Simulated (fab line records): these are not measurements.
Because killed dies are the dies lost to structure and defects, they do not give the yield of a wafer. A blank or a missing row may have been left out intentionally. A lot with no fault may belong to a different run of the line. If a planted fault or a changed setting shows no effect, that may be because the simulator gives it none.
fab line records	flow nand-harc
[record] lots = 6	wafers = 18	last-day = 32
route steps=1302 shown A_M0@1148 END@1302
lots that met no fault: taken from a fault-free run of the same line
start-h: the number of hours between the record's first day and the start of the first shown wafer of the lot	wait-h: hours from the lot's prior step to this one	" unchanged from the row above	L1.1+2: a single row standing in for several wafers	- no value, or no start given	* or withheld: withheld	< > ~ a bound
route shown NAME@n: a module of which the file shows steps, and the number in the route of the first	usual: average and standard deviation across the fault-free wafers	same: alike in all rows	chamber/n: place in a boat	sites: per-site readings	_std_site: how widely they spread, as a standard deviation	_edge_site: inner sites' mean taken away from outer sites' mean	radius-mm: how far each site lies from the wafer's centre	mask NAME#n: copy n	behind: the last tool/chamber to shape the wafer	hold: what put the lot on hold/how long, in hours/how the hold closed	device: whichever transistor did not switch (one of n, p or np)	end of line: tests run on the same wafers once the route is complete	a step without rows: its recipe alone	killed: dies lost to structure and defects at the first sort, not the wafer's yield	map: dies across one wafer; x = killed, . = not, _ = none there
set.NAME: the run value of the setting; set.NAME@STEP: its run value at that earlier step	model.NAME: the simulator's own value behind a step, which no gauge read
a table for each step, a row for each wafer; lots at some steps of the route
services: the hour from which a tool's chamber was out of use, counted from the record's first day as start-h (under 0 if before that day), plus the number of hours and why
[[steps]]
[step NHARC_A_M0_OVL_MEAS_10]
[recipe] pitch-nm = 160
[usual] overlay-x-nm = -0.2/0.89	overlay-y-nm = 0.0/0.75
lot.wafer	tool	chamber	start-h	wait-h	overlay-x-nm	overlay-y-nm
L919.1	overlay-02	-	583.41	-	-0.6	0.0
L919.4	"	-	"	"	-0.2	0.5
L919.6	"	-	"	"	-0.8	0.4
L923.1	overlay-01	-	636.81	-	-0.8	-0.5
L923.2	"	-	"	"	-0.7	0.3
L923.4	"	-	"	"	-0.3	0.0
L928.2	overlay-02	-	667.39	-	0.7	0.7
L928.3	"	-	"	"	0.8	0.4
L928.6	"	-	"	"	1.6	0.4
L933.3	overlay-01	-	717.08	-	-1.1	-1.1
L933.4	"	-	"	"	-1.2	-1.0
L933.6	"	-	"	"	-0.3	-1.0
L935.1	overlay-01	-	729.55	-	0.8	-0.1
L935.5	"	-	"	"	0.9	0.4
L935.6	"	-	"	"	1.3	0.0
L934.1	overlay-02	-	731.90	-	0.2	0.3
L934.3	"	-	"	"	0.0	0.0
L934.6	"	-	"	"	0.6	0.0
[step NHARC_A_M0_INSPECT_11]
[usual] raw-defect-count = 83/39
lot.wafer	tool	chamber	start-h	wait-h	raw-defect-count
L919.1	defect-inspect-01	-	583.45	0.0	58
L919.4	"	-	"	"	73
L919.6	"	-	"	"	57
L923.1	defect-inspect-02	-	636.85	0.0	60
L923.2	"	-	"	"	79
L923.4	"	-	"	"	72
L928.2	defect-inspect-01	-	667.43	0.0	63
L928.3	"	-	"	"	81
L928.6	"	-	"	"	51
L933.3	defect-inspect-01	-	717.11	0.0	31
L933.4	"	-	"	"	34
L933.6	"	-	"	"	40
L935.1	defect-inspect-01	-	729.59	0.0	114
L935.5	"	-	"	"	94
L935.6	"	-	"	"	116
L934.1	defect-inspect-02	-	731.94	0.0	71
L934.3	"	-	"	"	75
L934.6	"	-	"	"	65
[step NHARC_A_M0_DESCUM_14]
[recipe] time-s = 3	o2-flow-sccm = 200	ar-flow-sccm = 0	bias-power-w = 0	chemistry = O2
[step NHARC_A_M0_ETCH_34]
[recipe] target-depth-a = 400	overetch-a = 120	time-s = 43.94	ion-energy-ev = 200	n2-flow-sccm = 150	h2-flow-sccm = 150	ar-flow-sccm = 0	rf-w = 400	bias-w = 150	chemistry = N2/H2
[usual] chamber-pressure-mTorr = 29.998/0.025	drypump-motor-current-A = 5.7/0.57	h2-flow-sccm = 150.0/0.46	oes-product-au = 0.996/0.0098	rf-vpp-V = 430.9/1.6	showerhead-plenum-p-Torr = 2.05/0.051	throttle-valve-pct = 14.170/0.0081
lot.wafer	tool	chamber	start-h	wait-h	chamber-pressure-mTorr	drypump-motor-current-A	h2-flow-sccm	oes-product-au	rf-hours-counter-h	rf-vpp-V	showerhead-plenum-p-Torr	throttle-valve-pct
L919.4	rie-diel-10	1	583.60	0.1	29.993	6.4	150.0	0.995	7.8	430.5	2.08	14.178
L919.1	"	0	"	"	29.995	5.5	149.5	1.005	7.8	429.4	2.02	14.176
L919.6	"	2	"	"	29.991	5.5	150.1	1.007	-	431.6	2.03	14.171
L923.4	rie-diel-10	1	637.00	0.1	29.975	6.4	148.9	0.994	1.4	432.3	2.08	14.176
L923.1	"	2	"	"	29.964	5.6	149.8	0.993	1.1	430.4	2.03	14.163
L923.2	"	3	"	"	30.010	4.8	150.5	0.994	1.2	432.7	2.11	14.159
L928.3	rie-diel-10	3	667.57	0.1	30.010	4.7	149.8	0.995	2.8	432.7	2.11	14.169
L928.2	"	1	"	"	29.989	6.4	149.6	0.993	3.3	431.1	2.08	14.169
L928.6	"	3	"	"	29.991	4.8	150.0	1.000	-	431.5	2.11	14.164
L933.3	rie-diel-10	1	717.26	0.1	30.017	6.4	149.0	0.979	5.4	432.7	2.08	14.172
L933.4	"	2	"	"	30.006	5.6	149.9	0.984	4.6	431.0	2.03	14.169
L933.6	"	1	"	"	30.019	6.4	149.4	0.973	-	431.9	2.08	14.167
L935.1	rie-diel-07	1	729.73	0.1	29.979	5.1	150.3	0.987	3.4	429.3	2.00	14.179
L935.5	"	1	"	"	30.035	5.1	150.1	0.996	-	429.2	2.00	14.176
L935.6	"	2	"	"	29.996	6.0	149.9	0.993	-	433.3	2.18	14.174
L934.1	rie-diel-10	1	732.09	0.1	29.991	6.4	150.2	0.990	6.1	431.4	2.08	14.172
L934.3	"	3	"	"	29.981	4.7	150.6	1.004	5.3	432.4	2.11	14.163
L934.6	"	2	"	"	30.027	5.5	149.9	0.993	-	430.8	2.03	14.161
[step NHARC_A_M0_ETCH_15]
[recipe] target-depth-a = 1500	overetch-a = 150	time-s = 82.5	c4f8-flow-sccm = withheld	ar-flow-sccm = 400	rf-w = 600	bias-w = 300	chemistry = C4F8/Ar
[usual] chamber-pressure-mTorr = 25.000/0.024	oes-product-au = 0.943/0.024	rf-vpp-V = 441.3/1.8
lot.wafer	tool	chamber	start-h	wait-h	chamber-pressure-mTorr	oes-product-au	rf-hours-counter-h	rf-vpp-V
L919.1	rie-diel-10	3	-	-	24.968	0.957	7.7	443.7
L919.4	"	1	"	"	24.995	0.969	7.9	442.3
L919.6	"	0	"	"	24.974	0.961	-	439.9
L923.2	rie-diel-10	0	-	-	24.968	0.937	1.4	439.5
L923.1	"	1	"	"	25.022	0.968	1.4	440.7
L923.4	"	2	"	"	25.010	0.971	1.1	440.6
L928.2	rie-diel-10	3	-	-	25.022	0.970	2.8	442.8
L928.3	"	0	"	"	24.993	0.939	3.2	440.7
L928.6	"	0	"	"	24.990	0.940	-	442.2
L933.3	rie-diel-10	2	-	-	25.028	0.972	4.6	440.8
L933.4	"	1	"	"	24.984	0.965	5.4	442.6
L933.6	"	3	"	"	24.947	0.961	-	444.4
L935.1	rie-diel-07	2	-	-	25.015	0.969	3.8	444.5
L935.5	"	3	"	"	24.991	0.988	-	440.3
L935.6	"	0	"	"	24.979	0.966	-	440.2
L934.3	rie-diel-10	3	-	-	24.921	0.952	5.3	443.5
L934.1	"	0	"	"	25.030	0.947	5.9	439.6
L934.6	"	3	"	"	25.009	0.954	-	442.9
[step NHARC_A_M0_CD_MEAS_16]
[usual] cd-nm = 79.5/0.87
lot.wafer	tool	chamber	start-h	wait-h	cd-nm
L919.1	cd-sem-03	-	583.81	-	79.0
L919.4	"	-	"	"	78.9
L919.6	"	-	"	"	79.3
L923.1	cd-sem-02	-	637.20	-	79.3
L923.2	"	-	"	"	78.1
L923.4	"	-	"	"	78.3
L928.2	cd-sem-03	-	667.79	-	79.4
L928.3	"	-	"	"	78.9
L928.6	"	-	"	"	78.9
L933.3	cd-sem-01	-	717.48	-	78.5
L933.4	"	-	"	"	79.4
L933.6	"	-	"	"	80.1
L935.1	cd-sem-01	-	729.95	-	81.4
L935.5	"	-	"	"	79.5
L935.6	"	-	"	"	78.7
L934.1	cd-sem-03	-	732.30	-	80.1
L934.3	"	-	"	"	78.9
L934.6	"	-	"	"	80.4
[step NHARC_A_M0_STRIP_18]
[recipe] power-w = 1000	n2-flow-sccm = 150	h2-flow-sccm = 150	ar-flow-sccm = 0	bias-w = 0	chemistry = N2/H2
[step NHARC_A_M0_STRIP_19]
[recipe] time-s = 600	temp-c = 30	chemistry = post-etch-residue-remover
[step NHARC_A_M0_DEGAS_28]
[recipe] temp-c = 250	time-s = 60
[usual] heater-power-w = 340/34	susceptor-temp-C = 250.02/0.15
lot.wafer	tool	chamber	start-h	wait-h	heater-power-w	susceptor-temp-C
L919.4	pvd-sputter-02	-	584.43	-	344	-
L919.1	"	-	"	"	403	-
L919.6	"	-	"	"	347	-
L923.1	pvd-sputter-03	-	637.82	-	286	249.87
L923.4	"	-	"	"	349	249.60
L923.2	"	-	"	"	372	249.89
L928.2	pvd-sputter-02	-	668.41	-	416	-
L928.3	"	-	"	"	367	-
L928.6	"	-	"	"	370	-
L933.3	pvd-sputter-02	-	718.11	-	371	249.98
L933.4	"	-	"	"	417	249.96
L933.6	"	-	"	"	370	250.00
L935.1	pvd-sputter-03	-	730.59	-	305	249.96
L935.5	"	-	"	"	346	250.00
L935.6	"	-	"	"	389	250.11
L934.3	pvd-sputter-03	-	732.92	-	275	250.35
L934.1	"	-	"	"	343	249.82
L934.6	"	-	"	"	272	249.98
[step NHARC_A_M0_PRE_CLEAN_29]
[recipe] time-s = 30	temp-c = 280	gas = H2/He
[step NHARC_A_M0_PVD_20]
[recipe] target-thk-a = 50	bias-v = 168.6	power-w = 15000	chamber-pressure-pa = 0.12	time-s = 8.06	substrate-temp-c = 50	material = TaN
[usual] throttle-valve-pct = 30.0/1
lot.wafer	tool	chamber	start-h	wait-h	throttle-valve-pct
L919.1	pvd-sputter-02	-	-	-	28.4
L919.4	"	-	"	"	29.0
L919.6	"	-	"	"	29.9
L923.4	pvd-sputter-03	-	-	-	29.0
L923.2	"	-	"	"	29.3
L923.1	"	-	"	"	30.5
L928.2	pvd-sputter-02	-	-	-	31.1
L928.3	"	-	"	"	28.5
L928.6	"	-	"	"	27.9
L933.4	pvd-sputter-02	-	-	-	28.4
L933.3	"	-	"	"	28.0
L933.6	"	-	"	"	28.5
L935.1	pvd-sputter-03	-	-	-	31.5
L935.5	"	-	"	"	31.7
L935.6	"	-	"	"	30.5
L934.3	pvd-sputter-03	-	-	-	29.6
L934.1	"	-	"	"	31.5
L934.6	"	-	"	"	29.2
[step NHARC_A_M0_PVD_21]
[recipe] target-thk-a = 300	chamber-pressure-pa = 5	power-w = 5000	substrate-temp-c = 30	time-s = 20.49	material = Cu
[usual] throttle-valve-pct = 29.9/1
lot.wafer	tool	chamber	start-h	wait-h	throttle-valve-pct
L919.1	pvd-sputter-02	-	-	-	31.2
L919.4	"	-	"	"	29.8
L919.6	"	-	"	"	31.4
L923.1	pvd-sputter-03	-	-	-	29.5
L923.2	"	-	"	"	29.1
L923.4	"	-	"	"	30.7
L928.2	pvd-sputter-02	-	-	-	31.3
L928.3	"	-	"	"	28.2
L928.6	"	-	"	"	31.2
L933.3	pvd-sputter-02	-	-	-	28.1
L933.4	"	-	"	"	31.4
L933.6	"	-	"	"	27.9
L935.1	pvd-sputter-03	-	-	-	31.3
L935.5	"	-	"	"	30.4
L935.6	"	-	"	"	29.2
L934.3	pvd-sputter-03	-	-	-	30.3
L934.1	"	-	"	"	29.1
L934.6	"	-	"	"	31.2
[step NHARC_A_M0_ECD_22]
[recipe] target-thk-a = 4000	bath-temp-c = 25	material = Cu
[usual] bath-heat-duty-pct = 6.7/1
lot.wafer	tool	chamber	start-h	wait-h	bath-heat-duty-pct
L919.1	ecd-cu-01	1	584.79	-	6.0
L919.4	"	0	"	"	6.8
L919.6	"	0	"	"	7.4
L923.1	ecd-cu-02	0	638.18	-	8.7
L923.2	"	1	"	"	6.4
L923.4	"	0	"	"	8.4
L928.2	ecd-cu-02	0	668.81	-	7.8
L928.3	"	1	"	"	6.3
L928.6	"	1	"	"	5.8
L933.3	ecd-cu-01	0	718.56	-	6.6
L933.4	"	1	"	"	5.8
L933.6	"	0	"	"	6.3
L935.1	ecd-cu-02	0	730.92	-	7.9
L935.5	"	0	"	"	8.7
L935.6	"	1	"	"	6.1
L934.1	ecd-cu-02	1	733.33	-	5.1
L934.3	"	0	"	"	7.9
L934.6	"	1	"	"	5.9
[step NHARC_A_M0_ANNEAL_30]
[recipe] temp-c = 225	time-s = 90
[step NHARC_A_M0_CMP_23]
[recipe] t-overpolish-s = 20	target-thk-nm = 113.75
[usual] motor-current-A = 12.1/1.3	time-to-endpoint-s = 29/3.1
lot.wafer	tool	chamber	start-h	wait-h	motor-current-A	time-to-endpoint-s
L919.4	cmp-04	1	585.53	-	12.1	34
L919.1	"	2	"	"	14.3	33
L919.6	"	2	"	"	15.2	33
L923.1	cmp-03	3	638.90	-	11.2	23
L923.4	"	0	"	"	13.6	18
L923.2	"	1	"	"	10.7	29
L928.3	cmp-03	3	669.48	-	10.6	29
L928.2	"	1	"	"	11.1	16
L928.6	"	0	"	"	14.5	27
L933.3	cmp-03	1	719.19	-	11.5	26
L933.4	"	0	"	"	14.0	27
L933.6	"	1	"	"	11.4	24
L935.1	cmp-02	0	731.65	-	11.3	28
L935.6	"	0	"	"	11.4	29
L935.5	"	1	"	"	11.8	29
L934.3	cmp-02	1	734.05	-	11.8	33
L934.1	"	2	"	"	11.6	32
L934.6	"	3	"	"	11.5	30
[step NHARC_A_M0_THK_MEAS_24]
[recipe] thk-meas-gauge = xrf
[usual] thk-nm = 113.7/1.6
lot.wafer	tool	chamber	start-h	wait-h	thk-nm
L919.1	film-metro-01	-	585.85	-	114.9
L919.4	"	-	"	"	115.3
L919.6	"	-	"	"	116.0
L923.1	film-metro-01	-	639.22	-	114.4
L923.2	"	-	"	"	114.0
L923.4	"	-	"	"	113.9
L928.2	film-metro-01	-	669.80	-	110.8
L928.3	"	-	"	"	114.2
L928.6	"	-	"	"	114.1
L933.3	film-metro-02	-	719.50	-	108.0
L933.4	"	-	"	"	114.0
L933.6	"	-	"	"	112.3
L935.1	film-metro-02	-	731.96	-	114.7
L935.5	"	-	"	"	114.9
L935.6	"	-	"	"	112.6
L934.1	film-metro-02	-	734.31	-	112.7
L934.3	"	-	"	"	114.4
L934.6	"	-	"	"	114.1
[step NHARC_END_SORT_01]
[recipe] temp-c = 25
[usual] defect-limited-yield = 91.1/2.9	killed-at-array = 55/19	killed-at-other = 0.8/1.1	killed-at-periphery = 4.0/2.6	killed-dies = 60/20	killed-open = 3.4/1.7	killed-short = 2.6/1.5
[same] gross-dies = 677
lot.wafer	tool	chamber	start-h	wait-h	defect-limited-yield[%]	killed-at-array	killed-at-other	killed-at-periphery	killed-dies	killed-open	killed-short
L923.1	prober-02	0	674.59	2.5	92.5	49	0	2	51	5	2
L935.1	prober-02	0	773.16	2.5	90.1	65	1	1	67	2	2
L935.5	prober-02	0	776.33	3.7	91.0	59	0	2	61	5	4
L935.6	prober-02	0	777.12	4.0	88.2	76	1	3	80	5	2
// killed by level:class
L923.1 A_CHANNEL_HOLE_D1:chamber-film-flake=27 A_STAIRCASE:chamber-film-flake=8 A_CHANNEL_HOLE_D2:chamber-film-flake=5 A_WL_FILL:chamber-film-flake=2 A_CHANNEL_FILL_D1:geometric-particle:open=1 A_ONON_D2:geometric-particle:open=1 A_ONON_D2:geometric-particle:short=1 A_CHANNEL_FILL_D2:geometric-particle:short=1
L935.1 A_CHANNEL_HOLE_D2:chamber-film-flake=24 A_CONTACT:chamber-film-flake=12 A_CHANNEL_HOLE_D1:chamber-film-flake=9 A_SLIT:chamber-film-flake=8 A_STAIRCASE:chamber-film-flake=5 A_WL_FILL:chamber-film-flake=4 A_ONON_D1:geometric-particle:short=2 A_DECK1_JOINT:geometric-particle:open=1
L935.5 A_CHANNEL_HOLE_D2:chamber-film-flake=18 A_CONTACT:chamber-film-flake=12 A_CHANNEL_HOLE_D1:chamber-film-flake=9 A_SLIT:chamber-film-flake=6 A_STAIRCASE:chamber-film-flake=4 P_M0:geometric-particle:open=1 A_ONON_D1:geometric-particle:short=1 A_DECK1_JOINT:geometric-particle:short=1
L935.6 A_CHANNEL_HOLE_D2:chamber-film-flake=28 A_CHANNEL_HOLE_D1:chamber-film-flake=14 A_CONTACT:chamber-film-flake=12 A_SLIT:chamber-film-flake=10 A_STAIRCASE:chamber-film-flake=6 P_M0:geometric-particle:open=2 A_ONON_D2:geometric-particle:open=1 A_CHANNEL_FILL_D2:geometric-particle:short=1
[[services]]
tool	chamber	start-h	hours	kind
cmp-03	-	560.85	0.6	repair
cmp-02	-	574.66	7.4	repair
rie-diel-10	0	575.50	-	clean
rie-diel-10	1	575.50	-	clean
rie-diel-10	2	575.50	-	clean
cmp-02	-	589.74	1.5	repair
ecd-cu-02	-	596.29	8.0	pm
rie-diel-10	-	596.50	9.0	pm
cmp-04	-	601.07	4.0	pm
cmp-02	-	612.79	2.0	repair
cmp-02	-	615.43	1.4	repair
cmp-02	-	624.50	4.0	pm
pvd-sputter-02	-	638.00	10.0	pm
rie-diel-07	-	648.22	9.0	pm
cmp-03	-	652.88	4.0	pm
ecd-cu-01	-	688.00	8.0	pm
rie-diel-10	-	694.41	0.3	repair
cmp-04	-	699.07	4.0	pm
pvd-sputter-03	-	704.03	10.0	pm
ecd-cu-02	-	706.39	0.3	repair
cmp-04	-	707.04	1.8	repair
rie-diel-10	3	717.42	5.0	repair
cmp-02	-	722.50	4.0	pm
pvd-sputter-03	-	733.46	1.7	repair
[[key]]
[first-sign] step = NHARC_A_M0_CMP_23	reading = time-to-endpoint-s	direction = down	sigmas = 3.1	usual = *	struck = *
effect none on later readings
met-at NHARC_A_M0_ECD_22
struck-wafers L923.1,L923.4,L928.2
[fault] kind = process-parameter-drift	tool = ecd-cu-02	chamber = 0	onset-h = 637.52	steps = NHARC_A_M0_ECD_22	channel = target-thk-a	offset = *	shape = step	end-h = 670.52	acts-in = *	stated = *
